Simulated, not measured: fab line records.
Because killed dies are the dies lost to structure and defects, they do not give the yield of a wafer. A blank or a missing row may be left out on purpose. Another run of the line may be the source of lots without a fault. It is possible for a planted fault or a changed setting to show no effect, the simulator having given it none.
Which tool was responsible? | flow nandHarc | Sampling: 24 lots, 72 wafers, 6 of 1159 route steps

WHAT EACH GAUGE READ, for each wafer
Not one reading of a measure or inspect step in the record can be checked against a usual standard deviation.

WHICH TOOL RAN EACH LOT (tool, then ch and the chambers of the sampled wafers, then the start)
lot  | NHARC_A_STAIRCASE_TRIM_202                   | NHARC_A_STAIRCASE_ETCH_227                   | NHARC_A_STAIRCASE_TRIM_231                   | NHARC_A_STAIRCASE_TRIM_233                   | NHARC_A_STAIRCASE_HM_DEP_456 | NHARC_A_STAIRCASE_ETCH_294
L074 | rieDiel-02 ch 1,2,3, day 11 13:14 or earlier | rieDiel-12 ch 1,2, day 11 13:14 or earlier   | rieDiel-12 ch 0,2, day 11 13:14 or earlier   | rieDiel-12 ch 0,1, day 11 13:14 or earlier   | aclDep-03 ch 0, day 11 13:14 | rieDiel-02 ch 2,3, no start
L076 | rieDiel-12 ch 1,2,3, day 11 21:26 or earlier | rieDiel-11 ch 0,1, day 11 21:26 or earlier   | rieDiel-11 ch 0,1,3, day 11 21:26 or earlier | rieDiel-11 ch 0,1, day 11 21:26 or earlier   | aclDep-01 ch 0, day 11 21:26 | rieDiel-11 ch 0,1,3, no start
L075 | rieDiel-11 ch 0,1,3, day 11 22:26 or earlier | rieDiel-11 ch 1,3, day 11 22:26 or earlier   | rieDiel-12 ch 1,2, day 11 22:26 or earlier   | rieDiel-12 ch 1,2,3, day 11 22:26 or earlier | aclDep-03 ch 0, day 11 22:26 | rieDiel-02 ch 0,3, no start
L077 | rieDiel-11 ch 0,1,3, day 12 01:13 or earlier | rieDiel-12 ch 0,1,2, day 12 01:13 or earlier | rieDiel-12 ch 0,1,2, day 12 01:13 or earlier | rieDiel-12 ch 0,2, day 12 01:13 or earlier   | aclDep-01 ch 0, day 12 01:13 | rieDiel-02 ch 0,2,3, no start
L078 | rieDiel-02 ch 0,1,2, day 12 01:31 or earlier | rieDiel-02 ch 0,3, day 12 01:31 or earlier   | rieDiel-02 ch 0,3, day 12 01:31 or earlier   | rieDiel-02 ch 2,3, day 12 01:31 or earlier   | aclDep-03 ch 0, day 12 01:31 | rieDiel-11 ch 0,1,2, no start
L079 | rieDiel-02 ch 0,1,2, day 13 01:05 or earlier | rieDiel-02 ch 0,1,2, day 13 01:05 or earlier | rieDiel-02 ch 0,1,2, day 13 01:05 or earlier | rieDiel-02 ch 0,2,3, day 13 01:05 or earlier | aclDep-01 ch 0, day 13 01:05 | rieDiel-02 ch 0,2, no start
L080 | rieDiel-11 ch 0,1, day 13 06:25 or earlier   | rieDiel-12 ch 0,1, day 13 06:25 or earlier   | rieDiel-02 ch 2,3, day 13 06:25 or earlier   | rieDiel-02 ch 1,3, day 13 06:25 or earlier   | aclDep-03 ch 0, day 13 06:25 | rieDiel-12 ch 0,1, no start
L082 | rieDiel-11 ch 0,1, day 13 12:40 or earlier   | rieDiel-11 ch 0,1,2, day 13 12:40 or earlier | rieDiel-11 ch 2,3, day 13 12:40 or earlier   | rieDiel-11 ch 0,1, day 13 12:40 or earlier   | aclDep-03 ch 0, day 13 12:40 | rieDiel-11 ch 0,1, no start
L081 | rieDiel-12 ch 0,1,2, day 13 14:26 or earlier | rieDiel-12 ch 0,2,3, day 13 14:26 or earlier | rieDiel-12 ch 0,1, day 13 14:26 or earlier   | rieDiel-12 ch 0,1,3, day 13 14:26 or earlier | aclDep-02 ch 0, day 13 14:26 | rieDiel-12 ch 0,3, no start
L084 | rieDiel-11 ch 0,2,3, day 13 18:47 or earlier | rieDiel-11 ch 0,1,3, day 13 18:47 or earlier | rieDiel-11 ch 1,3, day 13 18:47 or earlier   | rieDiel-11 ch 0,1, day 13 18:47 or earlier   | aclDep-01 ch 0, day 13 18:47 | rieDiel-12 ch 1,2, no start
L083 | rieDiel-02 ch 0,1,2, day 13 19:44 or earlier | rieDiel-02 ch 0,1,2, day 13 19:44 or earlier | rieDiel-02 ch 0,1,3, day 13 19:44 or earlier | rieDiel-02 ch 1,2,3, day 13 19:44 or earlier | aclDep-03 ch 0, day 13 19:44 | rieDiel-11 ch 0,2,3, no start
L085 | rieDiel-11 ch 2,3, day 14 13:23 or earlier   | rieDiel-11 ch 0,2, day 14 13:23 or earlier   | rieDiel-11 ch 0,3, day 14 13:23 or earlier   | rieDiel-11 ch 2,3, day 14 13:23 or earlier   | aclDep-01 ch 0, day 14 13:23 | rieDiel-12 ch 1,2, no start
L087 | rieDiel-11 ch 0,3, day 14 13:36 or earlier   | rieDiel-11 ch 0,1,3, day 14 13:36 or earlier | rieDiel-02 ch 0,1, day 14 13:36 or earlier   | rieDiel-02 ch 0,2, day 14 13:36 or earlier   | aclDep-02 ch 0, day 14 13:36 | rieDiel-11 ch 2,3, no start
L086 | rieDiel-11 ch 0,3, day 14 21:31 or earlier   | rieDiel-11 ch 0,1,3, day 14 21:31 or earlier | rieDiel-12 ch 0,1, day 14 21:31 or earlier   | rieDiel-12 ch 2,3, day 14 21:31 or earlier   | aclDep-01 ch 0, day 14 21:31 | rieDiel-11 ch 1,2, no start
L089 | rieDiel-12 ch 0,1,2, day 14 23:35 or earlier | rieDiel-11 ch 1,2,3, day 14 23:35 or earlier | rieDiel-11 ch 0,2, day 14 23:35 or earlier   | rieDiel-11 ch 0,1, day 14 23:35 or earlier   | aclDep-02 ch 0, day 14 23:35 | rieDiel-12 ch 0,1, no start
L088 | rieDiel-12 ch 0,1,3, day 15 04:22 or earlier | rieDiel-11 ch 2,3, day 15 04:22 or earlier   | rieDiel-12 ch 0,3, day 15 04:22 or earlier   | rieDiel-12 ch 1,3, day 15 04:22 or earlier   | aclDep-03 ch 0, day 15 04:22 | rieDiel-02 ch 0,2, no start
L090 | rieDiel-12 ch 1,2, day 15 14:02 or earlier   | rieDiel-11 ch 1,2, day 15 14:02 or earlier   | rieDiel-11 ch 0,1,2, day 15 14:02 or earlier | rieDiel-11 ch 0,1,3, day 15 14:02 or earlier | aclDep-03 ch 0, day 15 14:02 | rieDiel-11 ch 0,1,3, no start
L091 | rieDiel-11 ch 0,3, day 16 00:11 or earlier   | rieDiel-02 ch 0,1, day 16 00:11 or earlier   | rieDiel-12 ch 0,2,3, day 16 00:11 or earlier | rieDiel-12 ch 1,2, day 16 00:11 or earlier   | aclDep-01 ch 0, day 16 00:11 | rieDiel-02 ch 1,3, no start
L092 | rieDiel-02 ch 1,2,3, day 16 02:35 or earlier | rieDiel-12 ch 0,2,3, day 16 02:35 or earlier | rieDiel-02 ch 0,2,3, day 16 02:35 or earlier | rieDiel-02 ch 1,2,3, day 16 02:35 or earlier | aclDep-02 ch 0, day 16 02:35 | rieDiel-11 ch 0,2,3, no start
L094 | rieDiel-11 ch 0,2,3, day 16 09:40 or earlier | rieDiel-12 ch 0,1,2, day 16 09:40 or earlier | rieDiel-11 ch 0,1,2, day 16 09:40 or earlier | rieDiel-11 ch 0,2,3, day 16 09:40 or earlier | aclDep-03 ch 0, day 16 09:40 | rieDiel-12 ch 0,1,2, no start
L095 | rieDiel-11 ch 0,3, day 16 13:37 or earlier   | rieDiel-02 ch 0,1, day 16 13:37 or earlier   | rieDiel-11 ch 1,2,3, day 16 13:37 or earlier | rieDiel-11 ch 0,1,3, day 16 13:37 or earlier | aclDep-02 ch 0, day 16 13:37 | rieDiel-11 ch 1,2,3, no start
L093 | rieDiel-11 ch 2,3, day 16 14:12 or earlier   | rieDiel-12 ch 0,2,3, day 16 14:12 or earlier | rieDiel-02 ch 1,3, day 16 14:12 or earlier   | rieDiel-02 ch 0,3, day 16 14:12 or earlier   | aclDep-01 ch 0, day 16 14:12 | rieDiel-02 ch 0,2, no start
L097 | rieDiel-11 ch 0,2, day 17 12:04 or earlier   | rieDiel-02 ch 1,2,3, day 17 12:04 or earlier | rieDiel-11 ch 1,2,3, day 17 12:04 or earlier | rieDiel-11 ch 0,1,2, day 17 12:04 or earlier | aclDep-01 ch 0, day 17 12:04 | rieDiel-11 ch 1,3, no start
L096 | rieDiel-02 ch 0,3, day 17 12:14 or earlier   | rieDiel-11 ch 1,2,3, day 17 12:14 or earlier | rieDiel-02 ch 0,2,3, day 17 12:14 or earlier | rieDiel-02 ch 2,3, day 17 12:14 or earlier   | aclDep-03 ch 0, day 17 12:14 | rieDiel-12 ch 2,3, no start
- NHARC_A_STAIRCASE_TRIM_202: chemistry O2, time 211.2 s.
- NHARC_A_STAIRCASE_ETCH_227: etches the open film in C4F8/O2, target depth 100 nm, time 40.5 s.
- NHARC_A_STAIRCASE_TRIM_231: chemistry O2, time 211.2 s.
- NHARC_A_STAIRCASE_TRIM_233: chemistry O2, time 211.2 s.
- NHARC_A_STAIRCASE_HM_DEP_456: deposits aC, target thk 1500 nm.
- NHARC_A_STAIRCASE_ETCH_294: etches the open film in C4F8/O2/Ar, target depth 4992 nm, time 1212.4 s.

AS READ BY THE TOOLS THEMSELVES (means over the sampled wafers that have a number; for cases with no such wafer, the mark the record gives instead)
NHARC_A_STAIRCASE_TRIM_202.
lot  | tool       | drypumpMotorCurrentA (A) | oesProductAu (a.u.) | rfVppV (V) | showerheadPlenumPTorr (Torr) | throttleValvePct (%)
L074 | rieDiel-02 | 6.1                      | 0.999               | 57.1       | 3.47                         | 17.040
L076 | rieDiel-12 | 5.6                      | 0.992               | 57.2       | 3.47                         | 17.029
L075 | rieDiel-11 | 6.0                      | 1.005               | 58.3       | 3.46                         | 17.029
L077 | rieDiel-11 | 6.0                      | 1.005               | 57.3       | 3.46                         | 17.038
L078 | rieDiel-02 | 6.2                      | 1.000               | 57.7       | 3.40                         | 17.043
L079 | rieDiel-02 | 6.2                      | 1.000               | 57.6       | 3.40                         | 17.040
L080 | rieDiel-11 | 5.9                      | 1.014               | 57.4       | 3.40                         | 17.047
L082 | rieDiel-11 | 5.9                      | 0.999               | 57.6       | 3.40                         | 17.045
L081 | rieDiel-12 | 5.9                      | 1.009               | 58.3       | 3.49                         | 17.041
L084 | rieDiel-11 | 6.1                      | 1.006               | 57.6       | 3.37                         | 17.030
L083 | rieDiel-02 | 6.2                      | 1.000               | 57.2       | 3.39                         | 17.039
L085 | rieDiel-11 | 6.1                      | 1.012               | 57.7       | 3.41                         | 17.042
L087 | rieDiel-11 | 6.3                      | 1.011               | 57.8       | 3.32                         | 17.043
L086 | rieDiel-11 | 6.4                      | 1.021               | 57.8       | 3.37                         | 17.032
L089 | rieDiel-12 | 5.9                      | 1.002               | 57.2       | 3.48                         | 17.038
L088 | rieDiel-12 | 6.0                      | 0.998               | 57.7       | 3.49                         | 17.026
L090 | rieDiel-12 | 5.6                      | 1.003               | 58.5       | 3.44                         | 17.037
L091 | rieDiel-11 | 6.3                      | 1.018               | 57.0       | 3.31                         | 17.034
L092 | rieDiel-02 | 6.1                      | 1.005               | 58.6       | 3.64                         | 17.036
L094 | rieDiel-11 | 6.1                      | 1.021               | 57.2       | 3.35                         | 17.029
L095 | rieDiel-11 | 6.4                      | 1.005               | 57.1       | 3.36                         | 17.043
L093 | rieDiel-11 | 5.8                      | 1.013               | 57.2       | 3.40                         | 17.037
L097 | rieDiel-11 | 6.0                      | 0.999               | 57.8       | 3.66                         | 17.038
L096 | rieDiel-02 | 6.3                      | 0.998               | 57.9       | 3.57                         | 17.031

NHARC_A_STAIRCASE_ETCH_227.
lot  | tool       | biasW (W) | oesProductAu (a.u.) | rfVppV (V)
L074 | rieDiel-12 | 999.3     | 0.937               | 894
L076 | rieDiel-11 | 1000.5    | 0.939               | 891
L075 | rieDiel-11 | 998.3     | 0.933               | 898
L077 | rieDiel-12 | 998.8     | 0.954               | 894
L078 | rieDiel-02 | 998.4     | 0.940               | 897
L079 | rieDiel-02 | 1002.1    | 0.943               | 890
L080 | rieDiel-12 | 1000.5    | 0.939               | 897
L082 | rieDiel-11 | 996.8     | 0.944               | 893
L081 | rieDiel-12 | 999.0     | 0.942               | 892
L084 | rieDiel-11 | 1001.3    | 0.946               | 894
L083 | rieDiel-02 | 1001.6    | 0.950               | 891
L085 | rieDiel-11 | 999.6     | 0.944               | 890
L087 | rieDiel-11 | 998.1     | 0.940               | 893
L086 | rieDiel-11 | 1001.7    | 0.953               | 893
L089 | rieDiel-11 | 1002.3    | 0.948               | 894
L088 | rieDiel-11 | 997.8     | 0.948               | 891
L090 | rieDiel-11 | 999.3     | 0.938               | 897
L091 | rieDiel-02 | 999.6     | 0.928               | 894
L092 | rieDiel-12 | 1002.3    | 0.945               | 892
L094 | rieDiel-12 | 1002.4    | 0.954               | 894
L095 | rieDiel-02 | 1001.1    | 0.927               | 893
L093 | rieDiel-12 | 1003.5    | 0.950               | 892
L097 | rieDiel-02 | 1000.6    | 0.934               | 900
L096 | rieDiel-11 | 1001.6    | 0.940               | 893

NHARC_A_STAIRCASE_TRIM_231.
lot  | tool       | drypumpMotorCurrentA (A) | oesProductAu (a.u.) | rfVppV (V) | showerheadPlenumPTorr (Torr) | throttleValvePct (%)
L074 | rieDiel-12 | 6.0                      | 1.002               | 58.0       | 3.42                         | 17.039
L076 | rieDiel-11 | 6.0                      | 1.004               | 57.3       | 3.46                         | 17.033
L075 | rieDiel-12 | 5.5                      | 0.999               | 57.3       | 3.53                         | 17.039
L077 | rieDiel-12 | 5.9                      | 1.010               | 57.5       | 3.49                         | 17.038
L078 | rieDiel-02 | 6.4                      | 0.995               | 57.3       | 3.52                         | 17.033
L079 | rieDiel-02 | 6.2                      | 0.999               | 57.0       | 3.40                         | 17.030
L080 | rieDiel-02 | 5.6                      | 0.997               | 57.5       | 3.40                         | 17.031
L082 | rieDiel-11 | 5.9                      | 1.012               | 57.0       | 3.41                         | 17.034
L081 | rieDiel-12 | 6.3                      | 0.997               | 56.9       | 3.52                         | 17.040
L084 | rieDiel-11 | 5.7                      | 0.999               | 57.4       | 3.57                         | 17.036
L083 | rieDiel-02 | 6.5                      | 0.997               | 59.0       | 3.53                         | 17.048
L085 | rieDiel-11 | 6.3                      | 1.011               | 57.0       | 3.32                         | 17.040
L087 | rieDiel-02 | 6.6                      | 1.005               | 57.7       | 3.45                         | 17.034
L086 | rieDiel-12 | 5.8                      | 1.002               | 58.1       | 3.55                         | 17.038
L089 | rieDiel-11 | 5.7                      | 0.996               | 57.3       | 3.36                         | 17.036
L088 | rieDiel-12 | 6.4                      | 1.001               | 57.1       | 3.45                         | 17.031
L090 | rieDiel-11 | 5.7                      | 0.998               | 58.3       | 3.43                         | 17.034
L091 | rieDiel-12 | 6.1                      | 0.991               | 57.6       | 3.41                         | 17.030
L092 | rieDiel-02 | 6.1                      | 0.985               | 58.3       | 3.63                         | 17.040
L094 | rieDiel-11 | 5.7                      | 0.998               | 57.7       | 3.43                         | 17.041
L095 | rieDiel-11 | 5.7                      | 1.001               | 57.1       | 3.48                         | 17.040
L093 | rieDiel-02 | 6.5                      | 1.000               | 57.3       | 3.52                         | 17.044
L097 | rieDiel-11 | 5.7                      | 0.996               | 57.8       | 3.47                         | 17.034
L096 | rieDiel-02 | 6.0                      | 1.004               | 57.0       | 3.62                         | 17.032

NHARC_A_STAIRCASE_TRIM_233.
lot  | tool       | drypumpMotorCurrentA (A) | oesProductAu (a.u.) | rfVppV (V) | showerheadPlenumPTorr (Torr) | throttleValvePct (%)
L074 | rieDiel-12 | 5.8                      | 1.002               | 57.2       | 3.57                         | 17.032
L076 | rieDiel-11 | 5.9                      | 1.004               | 57.7       | 3.41                         | 17.032
L075 | rieDiel-12 | 5.6                      | 1.000               | 58.2       | 3.47                         | 17.040
L077 | rieDiel-12 | 6.3                      | 1.005               | 58.0       | 3.45                         | 17.035
L078 | rieDiel-02 | 5.7                      | 0.991               | 57.3       | 3.40                         | 17.032
L079 | rieDiel-02 | 6.0                      | 1.003               | 57.8       | 3.46                         | 17.031
L080 | rieDiel-02 | 6.4                      | 1.003               | 58.0       | 3.60                         | 17.035
L082 | rieDiel-11 | 5.6                      | 0.996               | 57.4       | 3.53                         | 17.032
L081 | rieDiel-12 | 6.0                      | 1.000               | 57.3       | 3.50                         | 17.038
L084 | rieDiel-11 | 5.6                      | 1.000               | 58.3       | 3.53                         | 17.035
L083 | rieDiel-02 | 6.1                      | 0.994               | 57.9       | 3.46                         | 17.028
L085 | rieDiel-11 | 6.1                      | 1.009               | 58.0       | 3.41                         | 17.030
L087 | rieDiel-02 | 5.8                      | 1.007               | 57.3       | 3.32                         | 17.037
L086 | rieDiel-12 | 5.8                      | 0.992               | 58.2       | 3.40                         | 17.038
L089 | rieDiel-11 | 5.9                      | 0.997               | 58.5       | 3.39                         | 17.046
L088 | rieDiel-12 | 5.7                      | 0.994               | 57.8       | 3.48                         | 17.032
L090 | rieDiel-11 | 6.0                      | 1.007               | 57.5       | 3.44                         | 17.038
L091 | rieDiel-12 | 5.5                      | 1.008               | 57.6       | 3.44                         | 17.035
L092 | rieDiel-02 | 6.1                      | 1.006               | 58.8       | 3.64                         | 17.034
L094 | rieDiel-11 | 6.1                      | 1.003               | 56.8       | 3.35                         | 17.040
L095 | rieDiel-11 | 6.0                      | 1.004               | 57.0       | 3.43                         | 17.043
L093 | rieDiel-02 | 6.3                      | 0.985               | 58.6       | 3.58                         | 17.041
L097 | rieDiel-11 | 5.7                      | 1.004               | 57.5       | 3.60                         | 17.033
L096 | rieDiel-02 | 5.9                      | 0.999               | 58.5       | 3.69                         | 17.044

NHARC_A_STAIRCASE_HM_DEP_456.
lot  | tool      | throttleValvePct (%)
L074 | aclDep-03 | 35.000
L076 | aclDep-01 | 34.998
L075 | aclDep-03 | 35.001
L077 | aclDep-01 | 34.990
L078 | aclDep-03 | 35.001
L079 | aclDep-01 | 34.997
L080 | aclDep-03 | 35.007
L082 | aclDep-03 | 34.986
L081 | aclDep-02 | 34.999
L084 | aclDep-01 | 35.004
L083 | aclDep-03 | 34.996
L085 | aclDep-01 | 35.004
L087 | aclDep-02 | 34.993
L086 | aclDep-01 | 35.002
L089 | aclDep-02 | 35.001
L088 | aclDep-03 | 34.999
L090 | aclDep-03 | 34.995
L091 | aclDep-01 | 35.005
L092 | aclDep-02 | 35.001
L094 | aclDep-03 | 35.001
L095 | aclDep-02 | 34.997
L093 | aclDep-01 | 35.000
L097 | aclDep-01 | 35.009
L096 | aclDep-03 | 35.002

NHARC_A_STAIRCASE_ETCH_294.
lot  | tool       | biasW (W) | oesProductAu (a.u.) | rfVppV (V)
L074 | rieDiel-02 | 2996      | 0.928               | 1827
L076 | rieDiel-11 | 3001      | 0.945               | 1820
L075 | rieDiel-02 | 2992      | 0.932               | 1831
L077 | rieDiel-02 | 2999      | 0.946               | 1821
L078 | rieDiel-11 | 3001      | 0.943               | 1821
L079 | rieDiel-02 | 2995      | 0.926               | 1812
L080 | rieDiel-12 | 3000      | 0.942               | 1829
L082 | rieDiel-11 | 2999      | 0.930               | 1817
L081 | rieDiel-12 | 3001      | 0.939               | 1820
L084 | rieDiel-12 | 3006      | 0.953               | 1821
L083 | rieDiel-11 | 2998      | 0.930               | 1814
L085 | rieDiel-12 | 3009      | 0.934               | 1821
L087 | rieDiel-11 | 2994      | 0.933               | 1819
L086 | rieDiel-11 | 2995      | 0.955               | 1828
L089 | rieDiel-12 | 3003      | 0.939               | 1826
L088 | rieDiel-02 | 2996      | 0.933               | 1838
L090 | rieDiel-11 | 3004      | 0.944               | 1821
L091 | rieDiel-02 | 3013      | 0.918               | 1832
L092 | rieDiel-11 | 3001      | 0.944               | 1813
L094 | rieDiel-12 | 2997      | 0.945               | 1821
L095 | rieDiel-11 | 2994      | 0.944               | 1823
L093 | rieDiel-02 | 2995      | 0.934               | 1837
L097 | rieDiel-11 | 3003      | 0.941               | 1823
L096 | rieDiel-12 | 3000      | 0.940               | 1817

THE ANSWER, worked out from the rows above alone
Rule: the usual values come from the lots themselves. Put in order of their means at a reading, lots are off if they are a third of the lots or fewer, leave a main group of 4 or more, and stand apart from it by a gap of 3 or more times the standard deviation of the main group's means; of several such gaps the widest counts. If all means in a main group match to the digits the tables above print for the reading, that group is not used. Also off: a lot with no number at a reading for which 4 or more lots have one. The other lots that the step has rows for count as sound. The gauges are gone through in route order, then the tools' own readings, and for those a lot's mean is taken as printed above. The first step at which some lot is off is used, and at that step the reading that is off furthest; a lot without a number counts as furthest.
Nothing can be told from this: no lot is off at any reading shown.

WHAT THE SIMULATOR PUT IN
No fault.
